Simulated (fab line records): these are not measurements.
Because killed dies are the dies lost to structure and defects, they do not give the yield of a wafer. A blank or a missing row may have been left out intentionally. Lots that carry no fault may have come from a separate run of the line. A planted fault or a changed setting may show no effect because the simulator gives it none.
Chamber matching / flow n5Finfet / rieDiel-06 running N5_DUMMY_GATE_STRIP_41: 4 sister chambers
The step strips in O2. 14 wafers are shown with their chamber, then 7 later ones without.

EACH WAFER AND ITS CHAMBER
wafer=L075.1; chamber=1; drypumpMotorCurrentA (A)=5.96; showerheadPlenumPTorr (Torr)=2.15; throttleValvePct (%)=16.71
wafer=L075.4; chamber=3; drypumpMotorCurrentA (A)=5.07; showerheadPlenumPTorr (Torr)=2.00; throttleValvePct (%)=16.64
wafer=L075.5; chamber=3; drypumpMotorCurrentA (A)=5.08; showerheadPlenumPTorr (Torr)=2.00; throttleValvePct (%)=16.64
wafer=L079.3; chamber=2; drypumpMotorCurrentA (A)=5.94; showerheadPlenumPTorr (Torr)=2.21; throttleValvePct (%)=16.32
wafer=L079.4; chamber=2; drypumpMotorCurrentA (A)=5.93; showerheadPlenumPTorr (Torr)=2.21; throttleValvePct (%)=16.34
wafer=L079.6; chamber=3; drypumpMotorCurrentA (A)=5.05; showerheadPlenumPTorr (Torr)=2.00; throttleValvePct (%)=16.67
wafer=L085.1; chamber=2; drypumpMotorCurrentA (A)=5.92; showerheadPlenumPTorr (Torr)=2.21; throttleValvePct (%)=16.37
wafer=L085.2; chamber=0; drypumpMotorCurrentA (A)=5.44; showerheadPlenumPTorr (Torr)=2.14; throttleValvePct (%)=16.35
wafer=L085.6; chamber=3; drypumpMotorCurrentA (A)=5.06; showerheadPlenumPTorr (Torr)=1.99; throttleValvePct (%)=16.66
wafer=L086.1; chamber=2; drypumpMotorCurrentA (A)=5.93; showerheadPlenumPTorr (Torr)=2.21; throttleValvePct (%)=16.35
wafer=L086.4; chamber=0; drypumpMotorCurrentA (A)=5.47; showerheadPlenumPTorr (Torr)=2.14; throttleValvePct (%)=16.37
wafer=L086.5; chamber=3; drypumpMotorCurrentA (A)=5.06; showerheadPlenumPTorr (Torr)=1.99; throttleValvePct (%)=16.67
wafer=L087.1; chamber=2; drypumpMotorCurrentA (A)=5.90; showerheadPlenumPTorr (Torr)=2.21; throttleValvePct (%)=16.36
wafer=L087.5; chamber=1; drypumpMotorCurrentA (A)=5.96; showerheadPlenumPTorr (Torr)=2.14; throttleValvePct (%)=16.30

SIGNATURES, as means of the wafers listed above
reading=drypumpMotorCurrentA; chamber 0=5.4550; chamber 1=5.9600; chamber 2=5.9240; chamber 3=5.0640; scatter within a chamber=0.0137
reading=showerheadPlenumPTorr; chamber 0=2.1400; chamber 1=2.1450; chamber 2=2.2100; chamber 3=1.9960; scatter within a chamber=0.00412
reading=throttleValvePct; chamber 0=16.3600; chamber 1=16.5050; chamber 2=16.3480; chamber 3=16.6560; scatter within a chamber=0.0931
Rule: for each reading, subtract the chamber's mean from the wafer's reading, divide by that reading's scatter and square the result; add these up over the readings and take the root, which gives the wafer's distance from the chamber. The wafer belongs to the nearest chamber; if the next one is less than 2 further off, it can't be placed. The scatter: take each reading less its chamber's mean, square it, sum over the shown wafers, divide by the number of wafers less the number of chambers, and take the root.

WAFERS WITH NO CHAMBER GIVEN
wafer=L087.6; drypumpMotorCurrentA (A)=5.92; showerheadPlenumPTorr (Torr)=2.21; throttleValvePct (%)=16.38
wafer=L090.1; drypumpMotorCurrentA (A)=5.97; showerheadPlenumPTorr (Torr)=2.20; throttleValvePct (%)=16.38
wafer=L090.4; drypumpMotorCurrentA (A)=5.98; showerheadPlenumPTorr (Torr)=2.14; throttleValvePct (%)=16.31
wafer=L090.5; drypumpMotorCurrentA (A)=5.06; showerheadPlenumPTorr (Torr)=1.99; throttleValvePct (%)=16.69
wafer=L091.3; drypumpMotorCurrentA (A)=5.46; showerheadPlenumPTorr (Torr)=2.14; throttleValvePct (%)=16.36
wafer=L091.4; drypumpMotorCurrentA (A)=5.04; showerheadPlenumPTorr (Torr)=1.99; throttleValvePct (%)=16.69
wafer=L091.5; drypumpMotorCurrentA (A)=5.47; showerheadPlenumPTorr (Torr)=2.14; throttleValvePct (%)=16.35

WHICH CHAMBER EACH WENT THROUGH
wafer=L087.6; from the rows above=2; in truth=2
wafer=L090.1; from the rows above=2; in truth=2
wafer=L090.4; from the rows above=1; in truth=1
wafer=L090.5; from the rows above=3; in truth=3
wafer=L091.3; from the rows above=0; in truth=0
wafer=L091.4; from the rows above=3; in truth=3
wafer=L091.5; from the rows above=0; in truth=0
Correct placement for 7 of the 7. Left unplaced by these rows: 0. Placed wrongly: 0.
